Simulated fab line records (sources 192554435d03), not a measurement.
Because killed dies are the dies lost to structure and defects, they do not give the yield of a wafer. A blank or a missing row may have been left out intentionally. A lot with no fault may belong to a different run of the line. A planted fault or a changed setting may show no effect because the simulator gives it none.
Struck lot and sound lot, side by side | flow n5-finfet | 32 out of 1938 route steps
Sound: these wafers, L751.1, L751.5, L751.6. The struck wafers were L752.1, L752.3, L752.5. At the end, the cause is stated.
Per side, at each step with rows, come the tool, then ch with its chambers, and then its first start. Under that, the readings that differ: sound wafers | struck wafers | difference of the means | sigmas: that difference in standard deviations of wafers without a fault.
alike: words and numbers the same on both sides, and readings whose means are apart by under 2 such deviations; not compared: readings that were withheld, readings missing a value for some wafer, numbers with overlapping values and no deviation given by the record, and bounds like >300 which may hide the same value.
The two part at a step that has a row with sigmas, a row that says differs or no value, or rows on one side only. Numbers that don't overlap but have no deviation are shown without sigmas and don't part them. A reading missing from all wafers of one side parts the sides only when that side holds two or more wafers.

first, 10 steps without rows for these wafers: N5_SD_EPI_P_SRD_20 (time 30 s); N5_SD_EPI_P_PRECLEAN_51 (cleans in NF3:NH3, afs cycles 1, time 20 s, sublimation time 60 s); N5_SD_EPI_P_VAPOR_ETCH_44 (etches SiGe30 in NF3/Ar, time 3.3 s); N5_SD_EPI_P_EPI_21 (deposits SiGe:B, time 355 s); N5_SD_EPI_P_HM_STRIP_48 (strips SiNx in H3PO4, material SiNx, target depth 3 nm); N5_SD_EPI_P_SRD_49 (time 30 s); N5_SD_EPI_P_PRECLEAN_24 (cleans in O3/DIW, time 45 s); N5_SD_EPI_P_PRECLEAN_32 (cleans in dHF, time 10 s); N5_SD_EPI_P_PRECLEAN_33 (cleans in SC2, time 45 s); N5_SD_EPI_P_SRD_25 (time 30 s).
N5_SD_ACTIVATION_RTA_00: time 0 s.
  sound on rtp-anneal-02 ch 0, day 4 03:43; struck on rtp-anneal-02 ch 0, day 4 08:42
  reading             | sound             | struck            | difference | sigmas
  lamp-power-pct (%)  | 8.96 8.91 8.99    | 9.58 9.55 9.64    | +0.64      | +13
  lamp_zone_1_pct (%) | 8.971 8.966 8.972 | 9.470 9.519 9.567 | +0.549     | +21
  lamp_zone_2_pct (%) | 8.961 8.959 8.977 | 9.501 9.553 9.518 | +0.558     | +24
  lamp_zone_3_pct (%) | 8.945 8.968 8.973 | 9.554 9.552 9.504 | +0.575     | +23
  lamp_zone_4_pct (%) | 8.959 8.949 8.944 | 9.512 9.589 9.532 | +0.594     | +26
  lamp_zone_5_pct (%) | 8.940 8.962 8.989 | 9.517 9.522 9.533 | +0.560     | +22
  lamp_zone_6_pct (%) | 8.859 8.863 8.866 | 9.453 9.466 9.446 | +0.592     | +26
  lamp_zone_7_pct (%) | 9.318 9.376 9.352 | 9.909 9.962 9.955 | +0.593     | +22
  alike: wafer_temp_C_max
then, 19 steps without rows for these wafers: N5_SD_ACTIVATION_LSA_01 (time 0.0008 s); N5_ILD0_LINER_00 (material SiNx, target thk 4 nm, pulse time 1 s, purge time 2 s); N5_ILD0_FCVD_FILL_01 (material SiO2 flowable, target thk 200 nm, time 328.3 s); N5_ILD0_CURE_02 (time 1800 s); N5_ILD0_CMP_03 (polishes, stops on SiNx, t overpolish 1.9 s, target thk 197.38 nm); N5_ILD0_CMP_07 (polishes SiO2 flowable, stops on poly-Si, t overpolish 1.18 s, target thk 138.88 nm); N5_ILD0_PRECLEAN_10 (cleans in NF3:NH3, afs cycles 5, time 20 s, sublimation time 60 s); N5_ILD0_ALD_15 (deposits SiNx, target thk 24 nm, pulse time 1 s, ald cycles 480); N5_ILD0_CMP_12 (polishes SiNx, stops on poly-Si, t overpolish 6 s, target thk 17.67 nm); N5_SDB_HM_DEP_00 (deposits SiNx from SiH4/NH3/N2, target thk 40 nm, time 35.3 s); N5_SDB_COAT_03 (time 60 s, resist thk 100 nm); N5_SDB_COAT_04 (time 60 s, resist thk 18 nm); N5_SDB_COAT_05 (resist thk 90 nm); N5_SDB_EBR_07; N5_SDB_SOFTBAKE_06 (time 60 s); N5_SDB_EXPOSE_08 (exposes mask SDB); N5_SDB_PEB_09 (peb time 60 s); N5_SDB_DEVELOP_10 (develop time 30 s); N5_SDB_DESCUM_16 (chemistry O2, time 7.9 s).
-- the record jumps here: 4 days lie between the struck wafers' starts before and after (it left off in module SDB and takes up again in module BEOL_M4, whose first step shown is number 1111 of the route) --
N5_BEOL_M4_RC_MEAS_101:
  sound on prober-01 ch 0, day 8 16:07; struck on prober-01 ch 0, day 8 18:02
  reading             | sound                     | struck                     | difference | sigmas
  DIBL_N (mV/V)       | 35.1 37.1 35.3            | 56.4 58.4 57.5             | +21.6      | +13
  DIBL_P (mV/V)       | 33.7 35.6 33.7            | 42.4 41.8 43.3             | +8.2       | +4
  IOFF_N (nA/um)      | 0.13 0.17 0.14            | 1.10 1.24 1.20             | +1.03      | +34
  IOFF_N_85C (nA/um)  | 2.7 3.2 2.8               | 15.8 17.4 16.6             | +13.7      | +27
  IOFF_N_LIN (nA/um)  | 0.065 0.077 0.067         | 0.356 0.346 0.376          | +0.290     | +24
  IOFF_N_LONG (nA/um) | 5.7e-05 5.66e-05 5.77e-05 | 6.68e-05 6.88e-05 6.73e-05 | +1.05e-05  | +5
  IOFF_P (nA/um)      | 0.19 0.21 0.19            | 0.39 0.40 0.43             | +0.21      | +6
  IOFF_P_85C (nA/um)  | 3.5 3.7 3.4               | 6.1 6.3 6.8                | +2.9       | +6
  IOFF_P_LIN (nA/um)  | 0.095 0.100 0.095         | 0.160 0.163 0.173          | +0.069     | +5
  ION_N (uA/um)       | 681 675 681               | 790 794 786                | +111       | +9
  ION_P (uA/um)       | 469 460 468               | 490 496 495                | +28        | +4
  REXT_N (ohm.um)     | 74.7 76.3 74.0            | 61.5 61.0 62.2             | -13.4      | -7
  REXT_P (ohm.um)     | 97.3 99.7 96.8            | 94.4 91.5 93.2             | -4.9       | -2
  SS_N (mV/dec)       | 71.0 70.9 70.5            | 75.4 76.5 76.0             | +5.2       | +9
  SS_P (mV/dec)       | 72.8 73.4 72.7            | 74.3 74.9 74.9             | +1.7       | +3
  VT_N (mV)           | 252 248 250               | 221 219 220                | -30        | -10
  VT_N_LVT (mV)       | 100 96 98                 | 65 65 64                   | -33        | -10
  VT_P (mV)           | -251 -249 -249            | -242 -240 -241             | +9         | +3
  VT_P_LVT (mV)       | -98.7 -98.6 -99.5         | -87.2 -85.5 -85.1          | +13.0      | +4
-- here the record skips 4 days between the struck wafers' starts before and after, leaving off in module BEOL_M4 and picking up in module PASSIVATION (first step shown: number 1936 of the route) --
N5_PASSIVATION_PROBE_49:
  the record has rows for the struck wafers here (prober-02, day 13 00:28) and none for the sound ones

== WHERE THEY PART ==
Earliest at N5_SD_ACTIVATION_RTA_00; latest, in this record, at N5_PASSIVATION_PROBE_49.

WHY: the cause the simulator had injected
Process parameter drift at N5_SD_ACTIVATION_RTA_00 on rtp-anneal-02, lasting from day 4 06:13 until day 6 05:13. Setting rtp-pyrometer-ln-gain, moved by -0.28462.
